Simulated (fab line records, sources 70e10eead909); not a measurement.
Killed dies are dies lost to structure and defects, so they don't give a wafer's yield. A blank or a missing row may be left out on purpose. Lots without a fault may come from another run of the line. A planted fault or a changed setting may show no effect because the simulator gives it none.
fab line records | flow nand_harc
record lots=24 wafers=72 last_day=34
route steps=1302 shown A_STAIRCASE@712
lots that met no fault: from a run of the same line without faults
start_h: hours from the record's first day to the start of the lot's first wafer shown | wait_h: hours since the lot's step before | " the same as in the row above | L1.1+2: a row that stands for several wafers | - no value, or no start given | * or withheld: withheld | < > ~ a bound
route shown NAME@n: a module of which the file shows steps, and the number in the route of the first | usual: mean/standard deviation of fault-free wafers | same: alike in all rows | chamber/n: place in a boat | sites: the reading at each site | _std_site: their standard deviation | _edge_site: outer sites' mean less inner sites' | radius_mm: how far each site lies from the wafer's centre | mask NAME#n: copy n | behind: the tool/chamber that last shaped the wafer | hold: why the lot was held/for how many hours/how that ended | device: the transistor (n, p or np) that didn't switch | end of line: the same wafers' tests at the end of the route | a step without rows: its recipe alone | killed: dies lost to structure and defects at the first sort, not the wafer's yield | map: a wafer's dies, x killed, . not, _ none there
set.NAME: the setting as run; set.NAME@STEP: as run at that earlier step | model.NAME: the simulator's own value behind a step, which no gauge read
steps of the route over a sample of lots; a table a step, a row a wafer
services: from which hour (start_h, from the record's first day; less than 0 if before it) a tool's chamber was out of use, for how many hours, and why
## steps
# step NHARC_A_STAIRCASE_TRIM_198
# recipe time_s=211.2 o2_flow_sccm=500 ar_flow_sccm=0 bias_w=0 chemistry=O2
# usual drypump_motor_current_A=5.6/0.38 oes_product_au=1.000/0.0095 rf_vpp_V=57.7/0.95 showerhead_plenum_p_Torr=3.53/0.15 throttle_valve_pct=17.037/0.0084
# same time_s=211.2
# columns lot.wafer tool chamber start_h wait_h drypump_motor_current_A oes_product_au rf_hours_counter_h rf_vpp_V showerhead_plenum_p_Torr throttle_valve_pct
L074.2 rie_diel-01 3 - - 6.3 0.995 50 55.6 3.37 17.031
L074.1 " 1 " " 5.6 0.986 44 58.3 3.58 17.042
L074.4 " 3 " " 6.3 1.010 - 56.6 3.37 17.039
L075.2 rie_diel-07 0 - - 5.0 1.006 26 55.5 3.39 17.044
L075.1 " 1 " " 5.3 1.006 24 57.7 3.76 17.028
L075.5 " 0 " " 5.0 1.013 - 57.8 3.39 17.039
L076.1 rie_diel-07 0 - - 5.0 1.016 28 57.7 3.38 17.040
L076.2 " 1 " " 5.3 1.014 26 58.5 3.76 17.040
L076.4 " 1 " " 5.3 1.017 - 57.5 3.76 17.034
L077.1 rie_diel-01 3 - - 6.2 0.996 60 59.3 3.37 17.035
L077.2 " 0 " " 5.4 0.986 53 58.8 3.42 17.028
L077.4 " 1 " " 5.7 0.978 54 55.7 3.58 17.033
L078.2 rie_diel-01 3 - - 6.3 1.001 1 56.2 3.37 17.033
L078.4 " 0 " " 5.4 1.002 1 57.4 3.42 17.056
L078.5 " 3 " " 6.2 1.017 - 58.3 3.36 17.025
L079.2 rie_diel-06 3 - - 5.8 0.999 33 58.7 3.77 17.045
L079.4 " 0 " " 6.2 1.013 16 57.8 3.67 17.046
L079.1 " 1 " " 5.8 0.983 33 59.5 3.73 17.029
L080.3 rie_diel-07 2 - - 5.5 0.996 35 58.2 3.45 17.043
L080.2 " 1 " " 5.3 1.015 37 58.5 3.76 17.043
L080.5 " 3 " " 5.9 1.005 - 57.9 3.46 17.042
L081.4 rie_diel-07 2 - - 5.5 0.985 38 57.1 3.45 17.043
L081.5 " 3 " " 5.8 0.994 - 56.7 3.46 17.038
L081.6 " 0 " " 5.0 1.011 - 58.1 3.38 17.037
L083.3 rie_diel-07 2 - - 5.5 0.987 42 58.8 3.45 17.036
L083.2 " 0 " " 5.0 1.006 50 56.8 3.37 17.056
L083.5 " 2 " " 5.5 0.987 - 59.5 3.45 17.017
L082.4 rie_diel-01 2 - - 6.0 0.990 19 58.3 3.51 17.034
L082.5 " 1 " " 5.6 0.992 - 57.5 3.57 17.036
L082.6 " 2 " " 5.9 1.002 - 56.4 3.51 17.043
L084.1 rie_diel-01 1 - - 5.6 0.997 24 59.1 3.56 17.050
L084.2 " 3 " " 6.3 1.016 27 57.0 3.35 17.022
L084.6 " 2 " " 6.0 1.011 - 57.5 3.51 17.037
L085.3 rie_diel-07 2 - - 5.5 0.988 49 57.5 3.44 17.044
L085.2 " 3 " " 5.9 1.000 58 57.3 3.45 17.041
L085.6 " 2 " " 5.5 0.978 - 57.9 3.44 17.049
L087.4 rie_diel-06 3 - - 5.9 1.004 55 59.3 3.75 17.051
L087.6 " 0 " " 6.2 1.012 - 58.5 3.66 17.038
L087.5 " 1 " " 5.8 0.989 - 57.6 3.72 17.032
L086.1 rie_diel-07 3 472.30 0.1 5.8 0.994 60 56.1 3.45 17.039
L086.4 " 3 " " 5.8 0.993 - 57.3 3.45 17.045
L086.3 " 1 " " 5.3 1.011 - 58.1 3.75 17.038
L089.1 rie_diel-07 0 - - 5.0 1.011 3 58.6 3.37 17.046
L089.2 " 1 " " 5.3 0.998 3 57.9 3.74 17.028
L089.4 " 3 " " 5.8 0.992 2 58.2 3.45 17.045
L088.2 rie_diel-01 3 - - 6.2 1.003 38 57.1 3.35 17.028
L088.4 " 1 " " 5.6 0.995 37 57.7 3.56 17.035
L088.5 " 3 " " 6.3 1.010 - 57.6 3.35 17.023
L090.4 rie_diel-01 0 - - 5.4 0.995 42 59.1 3.39 17.032
L090.3 " 1 " " 5.6 0.988 47 58.6 3.55 17.035
L090.1 " 3 " " 6.3 0.986 47 57.3 3.34 17.027
L092.3 rie_diel-01 2 - - 6.0 1.006 54 56.7 3.49 17.051
L092.2 " 0 " " 5.4 1.003 45 58.8 3.39 17.033
L092.5 " 2 " " 6.0 1.001 - 57.0 3.49 17.042
L091.3 rie_diel-06 3 - - 5.9 0.999 8 57.5 3.74 17.036
L091.2 " 1 " " 5.8 1.004 6 58.4 3.71 17.026
L091.6 " 3 " " 5.9 0.993 - 59.5 3.74 17.043
L094.3 rie_diel-07 0 - - 5.0 0.999 17 58.4 3.36 17.037
L094.4 " 1 " " 5.3 0.994 18 58.6 3.74 17.023
L094.1 " 3 " " 5.8 0.994 21 58.1 3.44 17.015
L093.3 rie_diel-07 3 - - 5.9 0.992 21 56.6 3.44 17.035
L093.2 " 0 " " 5.0 1.012 17 57.7 3.36 17.037
L093.6 " 1 " " 5.3 0.998 - 57.0 3.74 17.045
L096.2 rie_diel-07 0 - - 5.0 1.017 26 57.0 3.35 17.035
L096.6 " 3 " " 5.8 0.985 - 56.6 3.43 17.055
L096.4 " 0 " " 5.0 1.021 - 57.2 3.35 17.056
L095.2 rie_diel-07 1 - - 5.3 0.998 30 59.1 3.73 17.051
L095.5 " 1 " " 5.3 0.999 - 56.4 3.73 17.040
L095.4 " 3 " " 5.8 0.990 - 58.1 3.43 17.023
L097.1 rie_diel-06 3 - - 5.9 0.997 26 58.1 3.73 17.039
L097.3 " 0 " " 6.3 1.004 23 58.2 3.64 17.026
L097.5 " 3 " " 5.9 1.009 - 58.9 3.73 17.041
# step NHARC_A_STAIRCASE_ETCH_201
# recipe target_depth_a=1000 time_s=40.5 ion_energy_ev=400 c4f8_flow_sccm=20 o2_flow_sccm=10 ar_flow_sccm=withheld rf_w=600 bias_w=1000 chemistry=C4F8/O2
# usual oes_product_au=0.944/0.012 rf_vpp_V=896/5.6
# same time_s=40.5
# columns lot.wafer tool chamber start_h wait_h oes_product_au rf_hours_counter_h rf_vpp_V
L074.1 rie_diel-01 1 - - 0.931 44 898
L074.2 " 2 " " 0.938 50 897
L074.4 " 2 " " 0.944 - 898
L075.2 rie_diel-07 1 - - 0.935 25 903
L075.1 " 0 " " 0.940 26 892
L075.5 " 3 " " 0.929 - 895
L076.1 rie_diel-07 1 - - 0.957 26 905
L076.2 " 0 " " 0.959 28 891
L076.4 " 1 " " 0.961 - 904
L077.1 rie_diel-01 3 - - 0.950 60 890
L077.4 " 0 " " 0.931 53 891
L077.2 " 2 " " 0.954 60 896
L078.2 rie_diel-01 2 - - 0.950 1 896
L078.4 " 0 " " 0.940 2 892
L078.5 " 3 " " 0.941 - 890
L079.2 rie_diel-06 1 - - 0.937 34 903
L079.1 " 3 " " 0.944 33 905
L079.4 " 0 " " 0.963 17 902
L080.2 rie_diel-07 1 - - 0.959 37 904
L080.3 " 3 " " 0.937 40 893
L080.5 " 1 " " 0.956 - 905
L081.4 rie_diel-07 2 - - 0.938 39 893
L081.6 " 3 " " 0.931 - 895
L081.5 " 0 " " 0.962 - 890
L083.3 rie_diel-07 0 - - 0.963 50 891
L083.2 " 2 " " 0.921 43 893
L083.5 " 3 " " 0.924 - 893
L082.4 rie_diel-01 3 - - 0.968 18 890
L082.6 " 2 " " 0.958 - 895
L082.5 " 3 " " 0.960 - 890
L084.2 rie_diel-01 3 - - 0.927 28 889
L084.1 " 0 " " 0.939 23 890
L084.6 " 3 " " 0.929 - 890
L085.2 rie_diel-07 1 - - 0.948 52 905
L085.3 " 2 " " 0.929 50 893
L085.6 " 1 " " 0.940 - 904
L087.4 rie_diel-06 0 - - 0.966 36 902
L087.6 " 2 " " 0.936 - 905
L087.5 " 3 " " 0.948 - 904
L086.1 rie_diel-07 3 - - 0.936 61 893
L086.4 " 3 " " 0.935 - 894
L086.3 " 1 " " 0.947 - 903
L088.2 rie_diel-01 2 - - 0.945 40 895
L088.4 " 3 " " 0.953 38 888
L088.5 " 0 " " 0.950 - 891
L089.4 rie_diel-07 2 - - 0.943 3 893
L089.1 " 3 " " 0.939 3 892
L089.2 " 0 " " 0.964 3 890
L090.4 rie_diel-01 3 - - 0.941 47 888
L090.3 " 0 " " 0.954 43 892
L090.1 " 2 " " 0.960 52 894
L092.3 rie_diel-01 3 - - 0.932 50 890
L092.2 " 0 " " 0.970 45 891
L092.5 " 3 " " 0.939 - 888
L091.2 rie_diel-06 0 - - 0.959 7 899
L091.3 " 2 " " 0.948 8 903
L091.6 " 3 " " 0.948 - 904
L094.3 rie_diel-07 0 - - 0.949 17 889
L094.1 " 1 " " 0.948 18 903
L094.4 " 2 " " 0.936 21 893
L093.2 rie_diel-07 1 - - 0.943 18 903
L093.3 " 2 " " 0.942 21 892
L093.6 " 1 " " 0.948 - 903
L096.2 rie_diel-07 3 - - 0.926 30 893
L096.6 " 0 " " 0.950 - 889
L096.4 " 1 " " 0.931 - 903
L095.2 rie_diel-07 1 - - 0.942 30 903
L095.5 " 1 " " 0.951 - 902
L095.4 " 0 " " 0.968 - 889
L097.3 rie_diel-06 0 - - 0.941 23 900
L097.1 " 1 " " 0.946 22 903
L097.5 " 3 " " 0.953 - 903
# step NHARC_A_STAIRCASE_STRIP_205
# recipe power_w=1500 temp_c=250 chemistry=O2
# usual drypump_motor_current_A=5.2/0.41 heater_power_w=327/10
# columns lot.wafer tool chamber start_h wait_h drypump_motor_current_A heater_power_w rf_hours_counter_h
L074.1 plasma_asher-01 1 355.58 0.1 5.1 331 1
L074.2 " 0 " " 5.0 314 1
L074.4 " 1 " " 5.1 328 -
L075.2 plasma_asher-02 0 369.96 0.1 5.9 356 24
L075.1 " 1 " " 4.9 337 24
L075.5 " 1 " " 4.9 335 -
L076.2 plasma_asher-01 0 373.38 0.1 5.0 312 4
L076.1 " 1 " " 5.1 330 4
L076.4 " 1 " " 5.1 329 -
L077.1 plasma_asher-02 1 381.20 0.1 4.9 327 27
L077.2 " 0 " " 5.9 357 27
L077.4 " 0 " " 5.9 355 -
L078.2 plasma_asher-01 0 396.72 0.1 5.0 313 9
L078.4 " 0 " " 5.0 312 -
L078.5 " 0 " " 4.9 326 -
L079.1 plasma_asher-02 1 403.70 0.1 5.0 324 30
L079.2 " 0 " " 5.9 364 30
L079.4 " 1 " " 4.9 327 -
L080.2 plasma_asher-01 0 411.95 0.1 4.9 312 11
L080.3 " 1 " " 5.1 322 -
L080.5 " 1 " " 5.1 329 -
L081.4 plasma_asher-01 1 429.46 0.3 5.1 339 -
L081.6 " 0 " " 4.9 315 -
L081.5 " 1 " " 5.1 327 -
L083.2 plasma_asher-01 1 443.99 0.1 5.1 322 18
L083.3 " 1 " " 5.1 327 -
L083.5 " 0 " " 4.9 322 -
L082.4 plasma_asher-02 1 444.47 0.2 4.9 333 -
L082.5 " 1 " " 4.9 322 -
L082.6 " 0 " " 5.9 328 -
L084.1 plasma_asher-02 1 466.38 0.1 5.0 310 9
L084.2 " 0 " " 5.9 329 9
L084.6 " 0 " " 5.9 327 -
L085.2 plasma_asher-01 0 466.62 0.2 4.9 319 23
L085.3 " 1 " " 5.1 322 -
L085.6 " 1 " " 5.1 332 -
L087.4 plasma_asher-02 0 466.95 0.2 5.9 331 -
L087.5 " 1 " " 4.9 327 -
L087.6 " 0 " " 5.9 340 -
L086.1 plasma_asher-01 1 473.54 0.1 5.1 325 25
L086.3 " 0 " " 5.0 317 -
L086.4 " 1 " " 5.0 337 -
L088.2 plasma_asher-02 1 493.45 0.1 4.9 327 14
L088.4 " 1 " " 4.9 325 -
L088.5 " 0 " " 5.9 333 -
L089.2 plasma_asher-02 1 493.97 0.1 4.9 326 14
L089.1 " 0 " " 5.9 335 14
L089.4 " 0 " " 5.9 336 -
L090.1 plasma_asher-02 1 523.51 0.1 4.9 328 21
L090.4 " 1 " " 4.9 328 -
L090.3 " 0 " " 5.9 332 -
L092.2 plasma_asher-02 0 530.30 0.1 5.9 325 23
L092.3 " 1 " " 4.9 326 -
L092.5 " 0 " " 5.9 337 -
L091.2 plasma_asher-01 0 530.65 0.1 4.9 313 0
L091.3 " 1 " " 5.1 326 -
L091.6 " 1 " " 5.1 333 -
L094.1 plasma_asher-01 1 545.76 0.1 5.1 326 3
L094.3 " 1 " " 5.1 335 -
L094.4 " 0 " " 4.9 311 -
L093.2 plasma_asher-02 0 545.87 0.1 5.9 317 26
L093.3 " 0 " " 5.9 336 -
L093.6 " 1 " " 4.9 321 -
L096.2 plasma_asher-02 1 570.34 0.1 4.9 323 32
L096.4 " 0 " " 5.9 324 -
L096.6 " 1 " " 5.0 328 -
L095.2 plasma_asher-01 1 575.37 0.1 5.0 329 10
L095.4 " 1 " " 5.1 330 -
L095.5 " 1 " " 5.1 319 -
L097.1 plasma_asher-02 0 593.42 0.1 5.9 322 36
L097.3 " 0 " " 5.9 335 -
L097.5 " 0 " " 5.9 329 -
# step NHARC_A_STAIRCASE_DESCUM_252
# recipe time_s=3 o2_flow_sccm=200 ar_flow_sccm=0 bias_power_w=0 chemistry=O2
# usual drypump_motor_current_A=5.7/0.36 oes_product_au=1.000/0.011 rf_vpp_V=57.8/0.99 showerhead_plenum_p_Torr=1.94/0.092 throttle_valve_pct=11.311/0.0087
# same time_s=3
# columns lot.wafer tool chamber start_h wait_h drypump_motor_current_A oes_product_au rf_hours_counter_h rf_vpp_V showerhead_plenum_p_Torr throttle_valve_pct
L074.2 rie_diel-06 3 363.91 - 5.8 0.994 19 57.9 2.06 11.322
L074.1 " 0 " " 6.2 1.018 1 58.1 2.00 11.317
L074.4 " 1 " " 5.7 0.996 17 57.2 2.04 11.311
L075.1 rie_diel-06 1 375.29 - 5.8 0.984 21 58.1 2.03 11.314
L075.2 " 2 " " 5.3 0.997 22 58.1 2.07 11.317
L075.5 " 0 " " 6.2 1.018 - 57.8 2.00 11.315
L076.2 rie_diel-06 1 378.66 - 5.8 0.975 22 59.5 2.03 11.307
L076.1 " 2 " " 5.3 0.989 23 58.0 2.07 11.315
L076.4 " 3 " " 5.8 1.006 23 59.4 2.06 11.288
L077.4 rie_diel-06 2 386.28 - 5.3 0.992 24 57.7 2.07 11.307
L077.2 " 3 " " 5.8 1.001 24 58.6 2.06 11.312
L077.1 " 1 " " 5.7 0.993 24 59.1 2.03 11.315
L078.2 rie_diel-01 3 402.78 - 6.2 1.009 4 57.6 1.82 11.318
L078.4 " 0 " " 5.3 1.002 3 57.1 1.85 11.319
L078.5 " 2 " " 6.0 1.011 - 58.4 1.91 11.330
L079.2 rie_diel-06 3 408.88 - 5.8 1.008 35 58.5 2.05 11.313
L079.4 " 1 " " 5.8 0.982 35 58.3 2.03 11.306
L079.1 " 2 " " 5.3 0.988 35 58.5 2.06 11.302
L080.2 rie_diel-07 0 418.01 - 5.0 1.005 42 57.2 1.83 11.316
L080.3 " 1 " " 5.3 1.007 39 59.2 2.05 11.327
L080.5 " 0 " " 5.0 1.000 - 57.9 1.83 11.291
L081.4 rie_diel-06 0 434.53 - 6.2 1.012 28 58.9 1.99 11.314
L081.6 " 1 " " 5.8 0.985 - 57.5 2.03 11.317
L081.5 " 2 " " 5.3 0.989 - 58.8 2.06 11.324
L083.2 rie_diel-07 1 449.13 - 5.3 1.001 47 57.6 2.04 11.312
L083.3 " 3 " " 5.8 0.995 53 58.3 1.87 11.334
L083.5 " 1 " " 5.3 0.998 - 58.6 2.04 11.317
L082.4 rie_diel-07 1 449.68 - 5.3 1.001 47 58.4 2.04 11.314
L082.5 " 2 " " 5.5 1.005 - 57.3 1.87 11.315
L082.6 " 3 " " 5.8 1.001 - 56.6 1.87 11.316
L084.1 rie_diel-01 3 471.70 - 6.2 0.999 31 58.2 1.81 11.302
L084.2 " 2 " " 6.0 0.996 32 55.5 1.90 11.315
L084.6 " 0 " " 5.4 1.008 - 57.7 1.84 11.318
L085.2 rie_diel-07 3 472.50 - 5.9 1.002 60 57.6 1.87 11.301
L085.3 " 3 " " 5.8 0.995 - 57.0 1.87 11.319
L085.6 " 3 " " 5.8 0.993 - 55.0 1.87 11.300
L087.4 rie_diel-06 0 474.99 - 6.2 1.009 39 58.4 1.99 11.323
L087.5 " 0 " " 6.2 1.012 - 56.9 1.99 11.314
L087.6 " 1 " " 5.8 0.972 - 59.7 2.02 11.308
L086.3 rie_diel-01 3 480.70 - 6.2 1.007 35 57.6 1.81 11.305
L086.4 " 0 " " 5.4 1.020 31 57.6 1.84 11.308
L086.1 " 2 " " 6.0 0.999 37 56.8 1.90 11.309
L088.2 rie_diel-07 3 498.66 - 5.8 0.994 4 58.3 1.87 11.308
L088.4 " 1 " " 5.4 1.001 5 56.7 2.04 11.312
L088.5 " 3 " " 5.9 0.997 - 57.5 1.87 11.319
L089.2 rie_diel-07 3 499.18 - 5.8 1.003 4 58.5 1.87 11.307
L089.4 " 1 " " 5.3 1.001 5 57.3 2.04 11.299
L089.1 " 2 " " 5.5 0.999 4 56.5 1.86 11.318
L090.4 rie_diel-06 1 529.00 - 5.8 0.988 6 57.4 2.02 11.308
L090.3 " 2 " " 5.3 0.987 8 57.8 2.05 11.307
L090.1 " 3 " " 5.8 1.001 8 57.8 2.04 11.323
L092.3 rie_diel-06 3 535.81 - 5.9 1.024 10 57.5 2.04 11.302
L092.2 " 0 " " 6.2 1.012 8 56.8 1.98 11.324
L092.5 " 2 " " 5.3 0.996 - 58.7 2.05 11.308
L091.3 rie_diel-01 3 535.94 - 6.2 0.978 51 56.5 1.80 11.302
L091.2 " 0 " " 5.3 1.005 47 57.2 1.83 11.315
L091.6 " 3 " " 6.2 0.981 - 57.1 1.80 11.299
L093.3 rie_diel-01 1 551.28 - 5.6 1.004 60 57.6 1.92 11.315
L093.2 " 3 " " 6.2 1.002 59 56.7 1.80 11.325
L093.6 " 1 " " 5.7 0.994 - 59.0 1.92 11.314
L094.1 rie_diel-01 1 551.68 - 5.6 0.991 60 56.9 1.92 11.309
L094.4 " 3 " " 6.3 0.986 59 56.8 1.80 11.311
L094.3 " 0 " " 5.4 0.998 52 58.6 1.83 11.314
L096.2 rie_diel-01 2 575.44 - 6.0 0.994 1 58.7 1.89 11.296
L096.4 " 3 " " 6.2 0.989 1 55.5 1.80 11.319
L096.6 " 1 " " 5.7 0.984 - 57.7 1.92 11.311
L095.2 rie_diel-06 1 580.58 - 5.8 0.995 21 58.5 2.01 11.321
L095.4 " 2 " " 5.3 0.991 24 57.0 2.04 11.301
L095.5 " 1 " " 5.8 1.005 - 58.1 2.01 11.304
L097.1 rie_diel-01 1 598.83 - 5.6 0.990 8 59.2 1.92 11.313
L097.3 " 2 " " 6.0 0.996 8 58.2 1.88 11.309
L097.5 " 3 " " 6.2 0.991 - 57.7 1.80 11.318
# step NHARC_A_STAIRCASE_ETCH_451
# recipe target_depth_a=300 overetch_a=30 time_s=16.5 ion_energy_ev=100 cf4_flow_sccm=80 o2_flow_sccm=20 ar_flow_sccm=0 rf_w=300 bias_w=100 chemistry=CF4/O2
# usual drypump_motor_current_A=5.6/0.35 oes_product_au=0.999/0.0096 rf_vpp_V=198.3/1.6 showerhead_plenum_p_Torr=1.36/0.062 throttle_valve_pct=13.396/0.0093
# same time_s=16.5
# columns lot.wafer tool chamber start_h wait_h drypump_motor_current_A oes_product_au rf_hours_counter_h rf_vpp_V showerhead_plenum_p_Torr throttle_valve_pct
L074.2 rie_diel-06 2 - - 5.3 0.992 20 202.3 1.44 13.399
L074.4 " 3 " " 5.9 1.000 20 200.2 1.43 13.397
L074.1 " 0 " " 6.2 1.015 2 199.7 1.39 13.388
L075.2 rie_diel-06 2 - - 5.3 0.992 23 200.8 1.44 13.374
L075.1 " 3 " " 5.8 0.993 23 200.3 1.43 13.373
L075.5 " 2 " " 5.3 1.001 - 199.6 1.44 13.393
L076.1 rie_diel-07 0 - - 5.0 1.012 30 195.0 1.28 13.404
L076.4 " 1 " " 5.3 1.001 29 201.0 1.43 13.399
L076.2 " 3 " " 5.8 0.998 32 197.0 1.31 13.364
L077.4 rie_diel-07 2 - - 5.5 0.998 30 198.3 1.31 13.391
L077.2 " 0 " " 5.0 0.999 35 196.6 1.28 13.396
L077.1 " 1 " " 5.3 0.998 33 199.8 1.43 13.394
L078.2 rie_diel-01 0 - - 5.3 0.995 3 196.1 1.29 13.389
L078.4 " 1 " " 5.6 1.002 5 195.6 1.35 13.403
L078.5 " 0 " " 5.3 1.001 - 197.6 1.29 13.404
L079.1 rie_diel-07 0 - - 5.0 1.007 40 195.9 1.28 13.398
L079.2 " 2 " " 5.5 0.992 36 197.3 1.30 13.388
L079.4 " 3 " " 5.8 0.986 41 197.2 1.31 13.408
L080.3 rie_diel-01 1 - - 5.6 0.998 10 199.0 1.35 13.391
L080.2 " 2 " " 5.9 0.998 12 198.3 1.33 13.380
L080.5 " 3 " " 6.2 1.005 - 195.2 1.27 13.391
L081.4 rie_diel-06 3 - - 5.8 0.990 48 199.0 1.43 13.374
L081.6 " 2 " " 5.3 0.987 - 200.0 1.44 13.385
L081.5 " 3 " " 5.8 1.000 - 199.1 1.43 13.403
L083.3 rie_diel-07 2 - - 5.5 0.993 44 196.3 1.30 13.414
L083.2 " 3 " " 5.8 0.981 53 198.3 1.31 13.392
L083.5 " 3 " " 5.8 0.994 - 197.0 1.31 13.398
L082.4 rie_diel-06 3 - - 5.8 1.010 52 201.1 1.43 13.406
L082.5 " 3 " " 5.8 1.018 - 201.1 1.43 13.393
L082.6 " 0 " " 6.2 1.010 - 198.9 1.39 13.406
L084.2 rie_diel-06 3 - - 5.9 1.006 59 199.5 1.42 13.395
L084.1 " 2 " " 5.3 0.989 60 199.6 1.43 13.381
L084.6 " 3 " " 5.9 1.003 - 201.4 1.42 13.400
L085.2 rie_diel-01 2 - - 5.9 1.007 35 197.4 1.33 13.394
L085.3 " 1 " " 5.6 0.999 31 199.0 1.35 13.407
L085.6 " 2 " " 6.0 1.011 - 195.8 1.33 13.399
L087.4 rie_diel-01 2 - - 6.0 1.007 35 196.5 1.33 13.403
L087.6 " 2 " " 5.9 1.006 - 197.7 1.33 13.411
L087.5 " 3 " " 6.2 1.006 - 197.0 1.26 13.405
L086.4 rie_diel-06 1 - - 5.8 0.979 62 199.9 1.41 13.387
L086.3 " 3 " " 5.8 1.004 67 199.8 1.42 13.393
L086.1 " 0 " " 6.1 1.004 45 198.4 1.39 13.398
L088.4 rie_diel-07 1 - - 5.3 1.014 5 200.3 1.42 13.388
L088.2 " 2 " " 5.5 1.000 4 195.9 1.30 13.392
L088.5 " 0 " " 5.0 1.017 - 197.3 1.27 13.407
L089.2 rie_diel-07 2 - - 5.5 1.005 5 196.2 1.30 13.400
L089.1 " 3 " " 5.8 0.995 5 198.9 1.30 13.393
L089.4 " 1 " " 5.3 1.006 6 199.4 1.42 13.396
L090.3 rie_diel-07 3 - - 5.8 0.983 16 196.7 1.30 13.396
L090.1 " 2 " " 5.5 0.997 15 198.1 1.30 13.399
L090.4 " 1 " " 5.3 0.992 - 199.6 1.42 13.400
L091.3 rie_diel-07 3 - - 5.8 0.989 18 196.7 1.30 13.407
L091.2 " 1 " " 5.3 0.995 15 198.8 1.42 13.414
L091.6 " 3 " " 5.8 0.990 - 196.0 1.30 13.394
L092.2 rie_diel-06 1 - - 5.7 0.989 10 198.9 1.41 13.400
L092.3 " 2 " " 5.3 0.979 14 199.8 1.43 13.399
L092.5 " 0 " " 6.2 1.006 - 198.7 1.38 13.378
L093.3 rie_diel-06 1 - - 5.8 1.008 13 198.5 1.40 13.391
L093.2 " 3 " " 5.8 1.010 19 199.7 1.42 13.390
L093.6 " 1 " " 5.8 0.995 - 199.0 1.40 13.402
L094.3 rie_diel-06 3 - - 5.9 1.001 20 199.8 1.42 13.400
L094.4 " 0 " " 6.2 1.016 16 197.4 1.38 13.405
L094.1 " 1 " " 5.7 0.999 14 199.6 1.40 13.393
L096.4 rie_diel-07 3 - - 5.8 0.990 33 196.6 1.30 13.388
L096.2 " 0 " " 5.0 1.009 30 196.6 1.27 13.420
L096.6 " 2 " " 5.5 0.991 - 198.2 1.30 13.409
L095.2 rie_diel-07 2 - - 5.5 1.007 23 196.2 1.30 13.389
L095.4 " 1 " " 5.3 0.998 32 200.8 1.41 13.401
L095.5 " 2 " " 5.5 1.001 - 197.3 1.30 13.381
L097.3 rie_diel-06 2 - - 5.3 0.989 30 199.7 1.42 13.391
L097.1 " 3 " " 5.8 0.995 34 200.3 1.41 13.403
L097.5 " 2 " " 5.3 0.994 - 199.9 1.42 13.390
# step NHARC_A_STAIRCASE_DEP_301
# recipe target_thk_a=300 target_thk_nm=30 temp_c=400 pressure_torr=3.5 flow_sccm=200 rf_w=350 material=SiON
# usual heater_power_w=735/78 showerhead_vpp_V=1165/52
# columns lot.wafer tool chamber start_h wait_h heater_power_w showerhead_vpp_V
L074.1 pecvd-02 0 382.74 1.6 790 1127
L074.2 " 1 " " 603 1103
L074.4 " 0 " " 786 1123
L076.2 pecvd-02 0 395.83 1.2 858 1139
L076.1 " 2 " " 697 1246
L076.4 " 0 " " 855 1155
L075.2 pecvd-02 2 397.67 1.2 699 1245
L075.1 " 0 " " 870 1132
L075.5 " 1 " " 549 1122
L077.1 pecvd-02 0 406.25 1.6 836 1151
L077.2 " 2 " " 761 1226
L077.4 " 0 " " 838 1148
L078.2 pecvd-04 0 418.80 1.2 711 1205
L078.5 " 1 " " 733 1078
L078.4 " 2 " " 762 1103
L079.2 pecvd-02 1 423.30 1.2 654 1111
L079.1 " 2 " " 717 1237
L079.4 " 1 " " 637 1124
L080.2 pecvd-03 2 438.09 1.3 755 1207
L080.3 " 0 " " 700 1184
L080.5 " 2 " " 739 1203
L081.5 pecvd-02 2 454.31 0.4 729 1225
L081.6 " 0 " " 880 1133
L081.4 " 1 " " 690 1122
L083.2 pecvd-04 1 463.79 1.3 764 1129
L083.3 " 2 " " 724 1104
L083.5 " 0 " " 712 1215
L082.6 pecvd-04 2 465.80 0.1 714 1104
L082.4 " 0 " " 689 1213
L082.5 " 1 " " 765 1094
L084.1 pecvd-03 2 495.95 1.6 837 1247
L084.2 " 0 " " 738 1199
L084.6 " 0 " " 739 1194
L085.3 pecvd-04 0 496.40 0.9 700 1187
L085.2 " 1 " " 766 1118
L085.6 " 1 " " 757 1111
L087.5 pecvd-04 2 499.58 0.4 760 1121
L087.6 " 0 " " 695 1213
L087.4 " 1 " " 715 1105
L086.3 pecvd-04 1 508.91 0.9 768 1107
L086.1 " 2 " " 729 1106
L086.4 " 2 " " 725 1099
L088.2 pecvd-02 0 515.82 1.3 898 1151
L088.5 " 1 " " 579 1106
L088.4 " 0 " " 891 1162
L089.1 pecvd-04 0 518.17 1.6 751 1232
L089.2 " 1 " " 638 1102
L089.4 " 2 " " 789 1119
L090.3 pecvd-02 2 546.53 1.0 770 1231
L090.1 " 0 " " 885 1154
L090.4 " 2 " " 779 1233
L091.2 pecvd-02 0 550.23 1.3 770 1136
L091.3 " 1 " " 651 1112
L091.6 " 2 " " 713 1232
L092.3 pecvd-02 0 552.53 1.0 885 1144
L092.2 " 1 " " 644 1113
L092.5 " 0 " " 906 1154
L093.3 pecvd-02 0 570.88 1.0 901 1149
L093.2 " 1 " " 580 1107
L093.6 " 0 " " 758 1149
L094.3 pecvd-02 0 575.83 0.9 805 1141
L094.1 " 2 " " 764 1256
L094.4 " 2 " " 773 1237
L096.2 pecvd-04 0 591.74 1.3 674 1193
L096.4 " 2 " " 665 1105
L096.6 " 0 " " 663 1230
L095.2 pecvd-03 0 595.11 1.3 720 1207
L095.4 " 1 " " 745 1211
L095.5 " 2 " " 780 1237
L097.3 pecvd-03 0 626.92 0.9 648 1201
L097.1 " 2 " " 817 1222
L097.5 " 2 " " 798 1213
## services
# columns tool chamber start_h hours kind
rie_diel-06 0 334.55 28.5 repair
plasma_asher-01 - 342.20 9.0 pm
rie_diel-01 0 349.82 14.4 repair
rie_diel-06 1 352.26 5.6 repair
rie_diel-06 - 361.47 1.0 repair
rie_diel-07 2 364.79 12.7 repair
pecvd-02 - 367.09 1.2 repair
rie_diel-01 - 383.18 9.0 pm
rie_diel-01 0 397.08 3.2 repair
pecvd-02 - 402.16 1.7 repair
pecvd-02 - 408.45 13.0 pm
rie_diel-07 2 418.06 6.2 repair
plasma_asher-02 - 426.32 9.0 pm
rie_diel-07 1 455.72 4.9 repair
rie_diel-07 - 473.83 9.0 pm
pecvd-02 0 485.00 10.6 repair
rie_diel-06 - 493.45 9.0 pm
rie_diel-07 0 521.78 16.0 repair
rie_diel-07 2 548.44 31.2 repair
rie_diel-01 - 560.43 9.0 pm
pecvd-02 - 589.45 13.0 pm
rie_diel-06 0 602.28 4.5 repair
plasma_asher-02 - 603.32 9.0 pm
plasma_asher-02 - 621.65 4.1 repair
## key
fault none
